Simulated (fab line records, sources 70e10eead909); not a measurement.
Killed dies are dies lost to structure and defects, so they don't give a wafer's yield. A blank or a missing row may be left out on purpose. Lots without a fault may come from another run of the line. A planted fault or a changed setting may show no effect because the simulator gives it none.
fab line records | flow nand_harc
record lots=6 wafers=18 last_day=24
route steps=1159 shown P_GATE@114 END@1159
lots that met no fault: from a run of the same line without faults
start_h: hours from the record's first day to the start of the lot's first wafer shown | wait_h: hours since the lot's step before | " the same as in the row above | L1.1+2: a row that stands for several wafers | - no value, or no start given | * or withheld: withheld | < > ~ a bound
route shown NAME@n: a module of which the file shows steps, and the number in the route of the first | usual: mean/standard deviation of fault-free wafers | same: alike in all rows | chamber/n: place in a boat | sites: the reading at each site | _std_site: their standard deviation | _edge_site: outer sites' mean less inner sites' | radius_mm: how far each site lies from the wafer's centre | mask NAME#n: copy n | behind: the tool/chamber that last shaped the wafer | hold: why the lot was held/for how many hours/how that ended | device: the transistor (n, p or np) that didn't switch | end of line: the same wafers' tests at the end of the route | a step without rows: its recipe alone | killed: dies lost to structure and defects at the first sort, not the wafer's yield | map: a wafer's dies, x killed, . not, _ none there
set.NAME: the setting as run; set.NAME@STEP: as run at that earlier step | model.NAME: the simulator's own value behind a step, which no gauge read
lots at some steps of the route; a table a step, a row a wafer
services: from which hour (start_h, from the record's first day; less than 0 if before it) a tool's chamber was out of use, for how many hours, and why
## steps
# step NHARC_P_GATE_DEHYDRATE_03
# recipe temp_c=150 time_s=120
# step NHARC_P_GATE_HMDS_04
# recipe time_s=30
# step NHARC_P_GATE_COAT_05
# recipe spin_rpm=4690
# step NHARC_P_GATE_SOFTBAKE_06
# recipe temp_c=122 time_s=95
# step NHARC_P_GATE_EBR_07
# step NHARC_P_GATE_EXPOSE_08
# recipe na=0.6 dose_mj=16.75 mask_id=P_HV
# step NHARC_P_GATE_PEB_09
# recipe peb_temp_c=118 peb_time_s=85
# step NHARC_P_GATE_DEVELOP_10
# recipe time_s=70
# step NHARC_P_GATE_CD_MEAS_11
# recipe target_cd_nm=1640 landing_energy_ev=500
# usual cd_nm=1640.4/1.2
# columns lot.wafer tool chamber start_h wait_h cd_nm
L101.2 cd_sem-03 0 92.17 - 1639.5
L101.4 " 0 " " 1637.7
L101.5 " 0 " " 1639.2
L104.2 cd_sem-02 0 103.61 - 1639.5
L104.3 " 0 " " 1640.5
L104.4 " 0 " " 1641.4
L109.2 cd_sem-02 0 142.11 - 1640.5
L109.3 " 0 " " 1641.6
L109.4 " 0 " " 1640.3
L108.1 cd_sem-03 0 142.15 - 1637.8
L108.3 " 0 " " 1641.3
L108.6 " 0 " " 1640.0
L119.1 cd_sem-03 0 197.01 - 1640.7
L119.4 " 0 " " 1640.1
L119.6 " 0 " " 1641.7
L121.2 cd_sem-01 0 207.31 - 1640.4
L121.3 " 0 " " 1640.7
L121.5 " 0 " " 1640.3
# step NHARC_P_GATE_HARDBAKE_12
# recipe temp_c=125 time_s=80
# step NHARC_P_GATE_DESCUM_13
# recipe time_s=3 o2_flow_sccm=200 ar_flow_sccm=0 bias_power_w=0 chemistry=O2
# usual drypump_motor_current_A=5.8/0.55 oes_product_au=0.999/0.0075 rf_vpp_V=57.9/0.87 showerhead_plenum_p_Torr=1.92/0.071 throttle_valve_pct=11.311/0.0091
# columns lot.wafer tool chamber start_h wait_h drypump_motor_current_A oes_product_au rf_hours_counter_h rf_vpp_V showerhead_plenum_p_Torr throttle_valve_pct
L101.4 rie_diel-07 3 92.36 - 5.8 0.991 14 56.6 1.81 11.300
L101.2 " 0 " " 4.7 0.991 12 56.3 1.79 11.312
L101.5 " 2 " " 5.0 1.001 - 55.9 1.95 11.308
L104.2 rie_diel-07 2 103.78 - 5.1 1.009 16 58.8 1.95 11.303
L104.3 " 3 " " 5.8 0.988 15 56.8 1.81 11.295
L104.4 " 0 " " 4.7 0.997 14 57.2 1.79 11.326
L109.4 rie_diel-07 1 142.27 - 4.8 0.999 29 59.5 1.96 11.303
L109.2 " 3 " " 5.8 0.996 29 58.1 1.81 11.334
L109.3 " 0 " " 4.7 0.996 27 58.0 1.78 11.316
L108.3 rie_diel-07 0 142.34 - 4.7 1.004 27 57.4 1.78 11.294
L108.1 " 2 " " 5.1 1.005 31 56.5 1.95 11.312
L108.6 " 0 " " 4.8 1.005 - 57.8 1.78 11.315
L119.1 rie_diel-09 0 197.16 - 5.4 0.994 22 58.3 1.99 11.320
L119.4 " 1 " " 6.0 0.994 23 57.5 1.85 11.313
L119.6 " 1 " " 6.0 0.995 - 57.0 1.85 11.311
L121.3 rie_diel-09 3 207.48 - 6.3 1.007 26 58.4 1.88 11.319
L121.2 " 0 " " 5.4 0.996 26 58.7 1.98 11.308
L121.5 " 3 " " 6.3 0.996 - 58.7 1.88 11.303
# step NHARC_P_GATE_ETCH_14
# recipe target_depth_a=488 chemistry=dHF material=SiO2
# step NHARC_P_GATE_STRIP_15
# recipe time_s=780 temp_c=130 chemistry=SPM
# usual bath_guard_temp_C=130.0/0.66 bath_heat_duty_pct=14.9/1.8
# columns lot.wafer tool chamber start_h wait_h bath_guard_temp_C bath_heat_duty_pct
L101.4 wet_bench-06 7 92.51 0.0 129.9 15.9
L101.2 " 2 " " 129.6 14.8
L101.5 " 3 " " 130.6 12.1
L104.4 wet_bench-06 5 103.94 0.0 130.0 17.1
L104.2 " 6 " " 131.5 13.0
L104.3 " 1 " " 130.7 13.5
L109.3 wet_bench-06 4 142.45 0.0 - -
L109.4 " 7 " " - -
L109.2 " 1 " " - -
L108.3 wet_bench-09 2 142.52 0.0 - -
L108.6 " 3 " " - -
L108.1 " 5 " " - -
L119.6 wet_bench-06 0 197.35 0.0 129.8 15.3
L119.1 " 2 " " 129.7 15.6
L119.4 " 3 " " 130.6 12.4
L121.3 wet_bench-07 0 207.67 0.0 129.4 13.9
L121.5 " 1 " " 129.6 15.0
L121.2 " 2 " " 130.5 13.6
# step NHARC_P_GATE_PRECLEAN_71
# recipe time_s=* temp_c=50 bath_age_min=0 chemistry=SC1
# step NHARC_END_SORT_01
# recipe temp_c=25
# usual killed_at_array=26/9.9 killed_at_other=0.8/1 killed_at_periphery=2.8/2.2 killed_dies=29/9.9 killed_open=3.2/1.8 killed_short=2.1/1.4
# same gross_dies=677
# columns lot.wafer tool chamber start_h wait_h hold killed_at_array killed_at_other killed_at_periphery killed_dies killed_open killed_short
L104.2 prober-01 0 481.79 2.8 - 24 0 3 27 7 3
L104.3 prober-01 0 482.59 3.1 - 19 1 3 23 7 2
L104.4 prober-01 0 483.39 3.4 - 34 0 2 36 5 6
L108.1 prober-01 0 504.34 2.5 await_dispo/1.6h/scrap 17 0 660 677 1 3
L108.3 prober-01 0 505.93 3.1 await_dispo/1.6h/scrap 9 0 668 677 2 2
L108.6 prober-01 0 508.32 4.0 await_dispo/1.6h/scrap 16 0 661 677 5 3
L109.2 prober-02 0 505.25 2.8 await_dispo/3.5h/scrap 31 1 645 677 5 4
L109.3 prober-02 0 506.05 3.1 await_dispo/3.5h/scrap 32 0 645 677 3 0
L109.4 prober-02 0 506.85 3.4 await_dispo/3.5h/scrap 28 0 649 677 1 1
L121.2 prober-02 0 560.25 2.8 - 25 2 6 33 5 2
L121.3 prober-02 0 561.06 3.1 - 22 4 4 30 5 2
L121.5 prober-02 0 562.66 3.7 - 14 2 6 22 3 2
# killed by level:class
L104.2 A_CHANNEL_HOLE_D1:chamber_film_flake=10 A_CONTACT:chamber_film_flake=4 P_CONTACT:geometric_particle:open=2 A_ONON_D1:geometric_particle:short=2 A_BLC:geometric_particle:open=2 A_ONON_D1:geometric_particle:open=1 A_CHANNEL_FILL_D1:geometric_particle:short=1 A_SGD_CUT:geometric_particle:open=1
L104.3 A_CHANNEL_HOLE_D1:chamber_film_flake=11 P_CONTACT:geometric_particle:open=1 P_M0:geometric_particle:open=1 P_M1:geometric_particle:open=1 A_SOURCE_PLATE:geometric_particle:open=1 A_ONON_D1:geometric_particle:open=1 A_STAIRCASE:geometric_particle:short=1 A_CONTACT:geometric_particle:open=1
L104.4 A_CHANNEL_HOLE_D1:chamber_film_flake=17 A_CHANNEL_FILL_D1:geometric_particle:open=4 A_CHANNEL_FILL_D1:geometric_particle:short=3 A_CHANNEL_FILL_D1:chamber_film_flake=3 A_CONTACT:chamber_film_flake=2 P_CONTACT:geometric_particle:open=1 A_SGD_CUT:geometric_particle:short=1 A_WL_FILL:geometric_particle:short=1
L108.1 P_GATE:area_strip=659 A_CHANNEL_HOLE_D1:chamber_film_flake=7 A_STAIRCASE:chamber_film_flake=4 A_CONTACT:chamber_film_flake=2 P_CONTACT:geometric_particle:short=1 A_CHANNEL_FILL_D1:geometric_particle:short=1 A_WL_FILL:geometric_particle:short=1 A_CONTACT:geometric_particle:open=1
L109.2 P_GATE:area_strip=641 A_CHANNEL_HOLE_D1:chamber_film_flake=10 A_SLIT:chamber_film_flake=7 A_WL_FILL:chamber_film_flake=4 A_ONON_D1:geometric_particle:short=2 P_ZERO_WELL:chamber_film_flake=2 A_STAIRCASE:chamber_film_flake=2 P_M0:geometric_particle:open=1
L108.3 P_GATE:area_strip=665 A_CHANNEL_HOLE_D1:chamber_film_flake=4 A_CONTACT:chamber_film_flake=2 P_GATE:geometric_particle:open=1 P_CONTACT:geometric_particle:open=1 P_M1:geometric_particle:short=1 A_ONON_D1:geometric_particle:short=1 A_ZERO_WELL:chamber_film_flake=1
L109.3 P_GATE:area_strip=645 A_SLIT:chamber_film_flake=13 A_CHANNEL_HOLE_D1:chamber_film_flake=10 A_STAIRCASE:chamber_film_flake=2 A_CONTACT:chamber_film_flake=2 A_STAIRCASE:geometric_particle:open=1 A_CONTACT:geometric_particle:open=1 A_BLC:geometric_particle:open=1
L109.4 P_GATE:area_strip=648 A_CHANNEL_HOLE_D1:chamber_film_flake=13 A_SLIT:chamber_film_flake=5 A_CONTACT:chamber_film_flake=3 A_ZERO_WELL:chamber_film_flake=2 A_STAIRCASE:chamber_film_flake=2 A_CHANNEL_FILL_D1:geometric_particle:open=1 A_SGD_CUT:geometric_particle:short=1
L108.6 P_GATE:area_strip=658 A_CHANNEL_HOLE_D1:chamber_film_flake=4 A_CONTACT:chamber_film_flake=4 A_STAIRCASE:chamber_film_flake=3 P_CONTACT:geometric_particle:open=2 P_CONTACT:geometric_particle:short=1 A_CHANNEL_HOLE_D1:geometric_particle:short=1 A_CHANNEL_FILL_D1:geometric_particle:short=1
L121.2 A_CHANNEL_HOLE_D1:chamber_film_flake=17 P_M1:chamber_film_flake=3 A_CONTACT:geometric_particle:open=2 THIN_TSV:chamber_film_flake=2 P_CONTACT:geometric_particle:open=1 P_M0:geometric_particle:open=1 A_WL_FILL:geometric_particle:short=1 A_WL_FILL:geometric_particle:open=1
L121.3 A_CHANNEL_HOLE_D1:chamber_film_flake=13 THIN_TSV:chamber_film_flake=4 P_ZERO_WELL:chamber_film_flake=2 P_M1:chamber_film_flake=2 A_SOURCE_PLATE:geometric_particle:short=1 A_ONON_D1:geometric_particle:open=1 A_ONON_D1:geometric_particle:short=1 A_WL_FILL:geometric_particle:open=1
L121.5 A_CHANNEL_HOLE_D1:chamber_film_flake=11 P_M1:chamber_film_flake=3 THIN_TSV:chamber_film_flake=2 P_CONTACT:geometric_particle:short=1 P_CONTACT:geometric_particle:open=1 A_ONON_D1:geometric_particle:open=1 A_ONON_D1:geometric_particle:short=1 A_SGD_CUT:geometric_particle:open=1
# map L108.1 (x killed, . not)
____________x____________
_________xxxxxxx_________
_______xxxxxxxxxxx_______
______xxxxxxxxxxxxx______
_____xxxxxxxxxxxxxxx_____
____xxxxxxxxxxxxxxxxx____
____xxxxxxxxxxxxxxxxx____
___xxxxxxxxxxxxxxxxxxx___
___xxxxxxxxxxxxxxxxxxx___
__xxxxxxxxxxxxxxxxxxxxx__
__xxxxxxxxxxxxxxxxxxxxx__
_xxxxxxxxxxxxxxxxxxxxxxx_
_xxxxxxxxxxxxxxxxxxxxxxx_
_xxxxxxxxxxxxxxxxxxxxxxx_
_xxxxxxxxxxxxxxxxxxxxxxx_
_xxxxxxxxxxxxxxxxxxxxxxx_
xxxxxxxxxxxxxxxxxxxxxxxxx
xxxxxxxxxxxxxxxxxxxxxxxxx
xxxxxxxxxxxxxxxxxxxxxxxxx
xxxxxxxxxxxxxxxxxxxxxxxxx
xxxxxxxxxxxxxxxxxxxxxxxxx
_xxxxxxxxxxxxxxxxxxxxxxx_
_xxxxxxxxxxxxxxxxxxxxxxx_
_xxxxxxxxxxxxxxxxxxxxxxx_
_xxxxxxxxxxxxxxxxxxxxxxx_
_xxxxxxxxxxxxxxxxxxxxxxx_
__xxxxxxxxxxxxxxxxxxxxx__
__xxxxxxxxxxxxxxxxxxxxx__
___xxxxxxxxxxxxxxxxxxx___
___xxxxxxxxxxxxxxxxxxx___
____xxxxxxxxxxxxxxxxx____
____xxxxxxxxxxxxxxxxx____
_____xxxxxxxxxxxxxxx_____
______xxxxxxxxxxxxx______
_______xxxxxxxxxxx_______
_________xxxxxxx_________
____________x____________
# map L109.2 (x killed, . not)
____________x____________
_________xxxxxxx_________
_______xxxxxxxxxxx_______
______xxxxxxxxxxxxx______
_____xxxxxxxxxxxxxxx_____
____xxxxxxxxxxxxxxxxx____
____xxxxxxxxxxxxxxxxx____
___xxxxxxxxxxxxxxxxxxx___
___xxxxxxxxxxxxxxxxxxx___
__xxxxxxxxxxxxxxxxxxxxx__
__xxxxxxxxxxxxxxxxxxxxx__
_xxxxxxxxxxxxxxxxxxxxxxx_
_xxxxxxxxxxxxxxxxxxxxxxx_
_xxxxxxxxxxxxxxxxxxxxxxx_
_xxxxxxxxxxxxxxxxxxxxxxx_
_xxxxxxxxxxxxxxxxxxxxxxx_
xxxxxxxxxxxxxxxxxxxxxxxxx
xxxxxxxxxxxxxxxxxxxxxxxxx
xxxxxxxxxxxxxxxxxxxxxxxxx
xxxxxxxxxxxxxxxxxxxxxxxxx
xxxxxxxxxxxxxxxxxxxxxxxxx
_xxxxxxxxxxxxxxxxxxxxxxx_
_xxxxxxxxxxxxxxxxxxxxxxx_
_xxxxxxxxxxxxxxxxxxxxxxx_
_xxxxxxxxxxxxxxxxxxxxxxx_
_xxxxxxxxxxxxxxxxxxxxxxx_
__xxxxxxxxxxxxxxxxxxxxx__
__xxxxxxxxxxxxxxxxxxxxx__
___xxxxxxxxxxxxxxxxxxx___
___xxxxxxxxxxxxxxxxxxx___
____xxxxxxxxxxxxxxxxx____
____xxxxxxxxxxxxxxxxx____
_____xxxxxxxxxxxxxxx_____
______xxxxxxxxxxxxx______
_______xxxxxxxxxxx_______
_________xxxxxxx_________
____________x____________
## services
# columns tool chamber start_h hours kind
rie_diel-09 - 77.10 9.0 pm
rie_diel-07 0 84.88 - clean
rie_diel-07 1 84.88 - clean
rie_diel-07 2 84.88 - clean
rie_diel-07 3 84.88 - clean
rie_diel-07 - 93.99 0.3 repair
wet_bench-07 - 96.01 8.0 pm
rie_diel-07 0 109.45 - clean
rie_diel-07 1 109.45 - clean
rie_diel-07 2 109.45 - clean
rie_diel-07 3 109.45 - clean
wet_bench-09 - 112.80 8.0 pm
wet_bench-06 - 129.60 8.0 pm
rie_diel-07 0 134.04 - clean
rie_diel-07 1 134.04 - clean
rie_diel-07 2 134.04 - clean
rie_diel-07 3 134.04 - clean
wet_bench-06 0 137.60 - consumable_replace:bath
wet_bench-06 0 137.60 - consumable_replace:filter
wet_bench-06 1 137.60 - consumable_replace:bath
wet_bench-06 1 137.60 - consumable_replace:filter
wet_bench-06 2 137.60 - consumable_replace:bath
wet_bench-09 - 156.28 4.0 repair
wet_bench-07 - 158.12 8.1 repair
## key
first_sign step=NHARC_P_GATE_STRIP_15 reading=tool_record direction=missing
effect step=NHARC_END_SORT_01 reading=killed_at_periphery direction=up sigmas=99+ usual=2.8 struck=654.7
more_kills_born_at NHARC_P_GATE_STRIP_15@wet_bench-09=1982 NHARC_P_GATE_STRIP_15@wet_bench-06=1934
met_at NHARC_P_GATE_STRIP_15
struck_wafers L108.1,L108.3,L108.6,L109.2,L109.3,L109.4
later_rows_left_out L108.1,L108.3,L108.6,L109.2,L109.3,L109.4
tester_left_out L108,L109
onset_between 103.94 142.45
fault kind=skipped_step_whole tool=wet_bench-06,wet_bench-09 chamber=- onset_h=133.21 steps=NHARC_P_GATE_STRIP_15 scope=struck_lots_only
# tester_left_out: of these lots the tester's yield and bins aren't shown, on N5 and GAA mostly nor the transistor test; their killed dies are dies lost to structure and defects alone, not to doping, threshold or leakage, so they don't give the yield
# later_rows_left_out: the simulator's readings of these wafers behind a module that went badly wrong aren't trusted and aren't shown, but for the sort
